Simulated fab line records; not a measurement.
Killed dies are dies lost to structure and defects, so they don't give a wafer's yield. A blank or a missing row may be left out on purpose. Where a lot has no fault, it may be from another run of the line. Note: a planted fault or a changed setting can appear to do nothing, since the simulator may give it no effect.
Matching of chambers    flow n5Finfet    4 sister chambers for N5_FIN_SAQP_ALD_61 on aldSin-02
The step deposits SiO2, target thk 4 nm, pulse time 1 s, purge time 2 s. 4 wafers are shown with their chamber, then 8 later ones without.

## WAFERS WITH THEIR CHAMBER
wafer   chamber  heaterPowerW (W)
L084.1  1        396
L084.2  0        526
L084.4  3        414
L091.1  2        400

## WAFERS MISSING THEIR CHAMBER
wafer   heaterPowerW (W)
L091.4  537
L091.5  392
L096.1  424
L096.2  543
L096.3  391
L097.3  393
L097.4  530
L097.6  395

## THE CHAMBER EACH PASSED THROUGH
wafer   from the rows above      in truth
L091.4  0                        0
L091.5  can't be placed: 1 or 2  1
L096.1  can't be placed: 3 or 2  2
L096.2  0                        0
L096.3  can't be placed: 1 or 2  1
L097.3  can't be placed: 1 or 2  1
L097.4  0                        0
L097.6  can't be placed: 1 or 2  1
Correct placement for 3 of the 8. These rows do not allow placing 5 (true chamber among the candidates in 5). Placed wrongly: 0.
How it was worked out, from the rows above alone: a wafer's distance from a chamber is the root of the sum, over the readings, of the square of ((its reading less the chamber's mean) divided by the reading's scatter). The wafer belongs to the nearest chamber; if the next one is less than 2 further off, it can't be placed. Each chamber's mean is taken over the wafers shown for it. The scatter: with one shown wafer a chamber, the root of the mean of the squares of how far each hidden wafer lies from its nearest shown one.
